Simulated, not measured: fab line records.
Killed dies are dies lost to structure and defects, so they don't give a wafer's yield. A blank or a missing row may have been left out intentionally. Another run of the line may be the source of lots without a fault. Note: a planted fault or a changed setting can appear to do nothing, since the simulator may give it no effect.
Chamber matching    flow n5_finfet    N5_BEOL_M11_ALD_74 on ald_metal-04 has 4 sister chambers
The step deposits TaN, target thk 2 nm, pulse time 2 s, purge time 3 s. 4 wafers are shown with their chamber, then 8 later ones without.

## WAFERS PAIRED WITH THEIR CHAMBERS
wafer   chamber  heater_power_w (W)
L077.5  0        398
L083.1  2        420
L083.5  1        359
L079.1  3        436

## WAFERS MISSING THEIR CHAMBER
wafer   heater_power_w (W)
L079.2  412
L079.3  398
L089.1  367
L089.3  416
L089.5  404
L094.1  354
L094.2  424
L094.5  403

## CHAMBER TAKEN BY EACH
wafer   from the rows above      in truth
L079.2  can't be placed: 2 or 0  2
L079.3  0                        0
L089.1  1                        1
L089.3  2                        2
L089.5  can't be placed: 0 or 2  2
L094.1  1                        1
L094.2  can't be placed: 2 or 3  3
L094.5  0                        0
Correct placement for 5 of the 8. Not placeable from these rows: 3 (in 3, the candidates include the true chamber). 0 placed wrongly.
How it was worked out, from the rows above alone: a wafer's distance from a chamber is the root of the sum, over the readings, of the square of ((its reading less the chamber's mean) divided by the reading's scatter). The wafer belongs to the nearest chamber; if the next one is less than 2 further off, it can't be placed. A chamber's mean is the mean of its shown wafers. The scatter: with one shown wafer a chamber, the root of the mean of the squares of how far each hidden wafer lies from its nearest shown one.
